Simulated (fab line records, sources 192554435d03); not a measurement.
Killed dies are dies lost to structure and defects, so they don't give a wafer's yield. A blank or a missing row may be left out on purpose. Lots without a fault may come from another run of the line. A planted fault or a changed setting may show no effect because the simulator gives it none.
Split-lot experiment | flow n5_finfet | 7 lots, 21 wafers read, on a route of 1938 steps

THE SPLIT
At N5_BEOL_M8_DEP_56 (deposits SiCN from 3MS/NH3, target thk 10 nm, time 17.5 s), the setting time_s was moved away from the recipe's 17.5 s on 4 of the 21 wafers read, by -11.5% to +11.7%. The other wafers ran this setting at the recipe's value.

The reading is taken at the split's own step.

THE READING
SiCN_of_BEOL_M8_DEP_56.thk_nm (the simulator's own value, which no gauge read), in nm, at N5_BEOL_M8_DEP_56 (deposits SiCN from 3MS/NH3, target thk 10 nm, time 17.5 s). The file gives no usual value for it. The 17 wafers here that ran the recipe average 10.0 nm, standard deviation 0.17 nm.

wafer  | tool, chamber at the split | time_s as run, s | against the recipe | SiCN_of_BEOL_M8_DEP_56.thk_nm, nm | against lot-mates on the recipe
L075.2 | pecvd-01, 1,2              | 17.5             | recipe             | 10                                | -
L075.5 | pecvd-01, 1,2              | 17.5             | recipe             | 10                                | -
L075.6 | pecvd-01, 1                | 15.49            | -11.5%             | 9                                 | -1.0
L076.2 | pecvd-01, 1                | 17.5             | recipe             | 9.8                               | -
L076.5 | pecvd-01, 1                | 17.5             | recipe             | 10.2                              | -
L076.6 | pecvd-01, 2                | 17.5             | recipe             | 10                                | -
L078.1 | pecvd-01, 0                | 17.5             | recipe             | 10                                | -
L078.3 | pecvd-01, 2                | 17.5             | recipe             | 9.8                               | -
L078.6 | pecvd-01, 2                | 17.5             | recipe             | 10.2                              | -
L081.1 | pecvd-04, 0                | 19.39            | +10.8%             | 11                                | +0.8
L081.4 | pecvd-04, 0                | 17.5             | recipe             | 10.2                              | -
L081.6 | pecvd-04, 2                | 19.39            | +10.8%             | 11.4                              | +1.2
L085.1 | pecvd-01, 2                | 19.55            | +11.7%             | 11.2                              | +1.1
L085.3 | pecvd-01, 1                | 17.5             | recipe             | 10                                | -
L085.6 | pecvd-01, 0                | 17.5             | recipe             | 10.2                              | -
L096.1 | pecvd-01, 1                | 17.5             | recipe             | 10                                | -
L096.3 | pecvd-01, 2,0              | 17.5             | recipe             | 9.8                               | -
L096.4 | pecvd-01, 2,0              | 17.5             | recipe             | 9.8                               | -
L097.2 | pecvd-01, 0                | 17.5             | recipe             | 10                                | -
L097.3 | pecvd-01, 2                | 17.5             | recipe             | 10.2                              | -
L097.6 | pecvd-01, 2                | 17.5             | recipe             | 10.4                              | -
Where a row lists several chambers, the file gives one row for several wafers and doesn't say which wafer went through which chamber.

THE FIT
A straight line over all 21 wafers: SiCN_of_BEOL_M8_DEP_56.thk_nm changes by +0.1 nm for each +1% of time_s; r = +0.94; the points scatter about the line by 0.18 nm.
The same after taking each lot's own level away (the mean of its wafers on the recipe; 21 wafers): +0.0913 nm for each +1%; r = +0.96; scatter 0.14 nm.
On that fit, the largest move of time_s shifts the reading by 1.1 nm.
The lots' own levels span 9.87 to 10.20 nm, that is 1.9 times the standard deviation above.
So the lot-to-lot level changes the slope little: the two slopes agree.
Check: with one of the wafers moved furthest among these (+11.7%) left out of the fit, the line predicts +1.06 nm for it against its lot-mates. It came out at +1.1 nm against them.

OTHER SPLITS ON THESE WAFERS
These wafers also went through other splits before the reading. Each is held against what the fit with the lots' levels taken away leaves over:
other split on the same wafers    | wafers away from the commonest value | r with SiCN_of_BEOL_M8_DEP_56.thk_nm (lot level and that fit taken away)
N5_BEOL_M6_ALD_77 ald_cycles      | 9                                    | +0.03
N5_BEOL_M8_ILD_DEP_00 time_s      | 7                                    | +0.00
N5_BEOL_M8_HM_DEP_02 target_thk_a | 6                                    | -0.14

THE FILE'S OWN FIT
SiCN_of_BEOL_M8_DEP_56.thk_nm changes by +0.0912 nm for each +1% of time_s, r = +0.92.
